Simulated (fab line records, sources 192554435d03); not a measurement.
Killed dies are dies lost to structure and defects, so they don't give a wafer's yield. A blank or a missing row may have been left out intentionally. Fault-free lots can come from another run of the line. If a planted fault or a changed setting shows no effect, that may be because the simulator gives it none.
Split-lot experiment	flow n5Finfet	39 wafers read from 7 lots, route of 1938 steps

## ON THE SPLIT
At N5_DUMMY_GATE_CVD_03 (deposits a-Si from SiH4, target thk 150 nm, time 8042 s), the setting tempC was moved away from the recipe's 530 C on 36 of the 39 wafers read, by -3.7% to +4.5%. The other wafers ran this setting at the recipe's value.

Reading taken at the split's own step.

## THE READING
a-Si_of_DUMMY_GATE_CVD_03.thkNm (the simulator's own value, which no gauge read), in nm, at N5_DUMMY_GATE_CVD_03 (deposits a-Si from SiH4, target thk 150 nm, time 8042 s). The file does not state a usual value for it.

wafer	tool, chamber at the split	tempC as run, C	against the recipe	a-Si_of_DUMMY_GATE_CVD_03.thkNm, nm	against lot-mates on the recipe
L074.1	-, -	547.7	+3.3%	244	no lot-mate on the recipe
L074.4	-, -	547.7	+3.3%	244	no lot-mate on the recipe
L074.2	-, -	547.7	+3.3%	244.8	no lot-mate on the recipe
L074.3	-, -	547.7	+3.3%	245.2	no lot-mate on the recipe
L074.5	-, -	547.7	+3.3%	245.2	no lot-mate on the recipe
L074.6	-, -	547.7	+3.3%	243.8	no lot-mate on the recipe
L078.1	-, -	544.6	+2.8%	225	no lot-mate on the recipe
L078.6	-, -	544.6	+2.8%	225	no lot-mate on the recipe
L078.2	-, -	544.6	+2.8%	226.2	no lot-mate on the recipe
L078.3	-, -	544.6	+2.8%	225.2	no lot-mate on the recipe
L078.4	-, -	544.6	+2.8%	226	no lot-mate on the recipe
L078.5	-, -	544.6	+2.8%	224.2	no lot-mate on the recipe
L083.1	lpcvd-01, 1/15,1/20,1/29	530	recipe	152.4	-
L083.2	lpcvd-01, 1/15,1/20,1/29	530	recipe	152.4	-
L083.4	lpcvd-01, 1/15,1/20,1/29	530	recipe	152.4	-
L084.1	-, -	553.7	+4.5%	287	no lot-mate on the recipe
L084.4	-, -	553.7	+4.5%	287	no lot-mate on the recipe
L084.2	-, -	553.7	+4.5%	286.8	no lot-mate on the recipe
L084.3	-, -	553.7	+4.5%	286.8	no lot-mate on the recipe
L084.5	-, -	553.7	+4.5%	287.8	no lot-mate on the recipe
L084.6	-, -	553.7	+4.5%	287.4	no lot-mate on the recipe
L087.1	-, -	548.9	+3.6%	253.6	no lot-mate on the recipe
L087.4	-, -	548.9	+3.6%	253.6	no lot-mate on the recipe
L087.2	-, -	548.9	+3.6%	252.4	no lot-mate on the recipe
L087.3	-, -	548.9	+3.6%	253.8	no lot-mate on the recipe
L087.5	-, -	548.9	+3.6%	252.2	no lot-mate on the recipe
L087.6	-, -	548.9	+3.6%	252.6	no lot-mate on the recipe
L089.1	-, -	515.6	-2.7%	99.2	no lot-mate on the recipe
L089.4	-, -	515.6	-2.7%	99.2	no lot-mate on the recipe
L089.2	-, -	515.6	-2.7%	98.6	no lot-mate on the recipe
L089.6	-, -	515.6	-2.7%	98.6	no lot-mate on the recipe
L089.3	-, -	515.6	-2.7%	98.4	no lot-mate on the recipe
L089.5	-, -	515.6	-2.7%	99.8	no lot-mate on the recipe
L094.1	-, -	510.5	-3.7%	86.8	no lot-mate on the recipe
L094.2	-, -	510.5	-3.7%	86.8	no lot-mate on the recipe
L094.3	-, -	510.5	-3.7%	86.6	no lot-mate on the recipe
L094.4	-, -	510.5	-3.7%	86.6	no lot-mate on the recipe
L094.5	-, -	510.5	-3.7%	88.6	no lot-mate on the recipe
L094.6	-, -	510.5	-3.7%	86	no lot-mate on the recipe
When a row names more than one chamber, that row covers several wafers, and the file does not tell which wafer ran in which chamber.

THE FIT
A straight line over all 39 wafers: a-Si_of_DUMMY_GATE_CVD_03.thkNm changes by +24.1 nm for each +1% of tempC; r = +0.99; the points scatter about the line by 8.2 nm.
Too few moved wafers with a lot-mate on the recipe to fit a line net of each lot's own level.

## FILE'S OWN FIT
a-Si_of_DUMMY_GATE_CVD_03.thkNm changes by +24.1 nm for each +1% of tempC, r = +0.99.
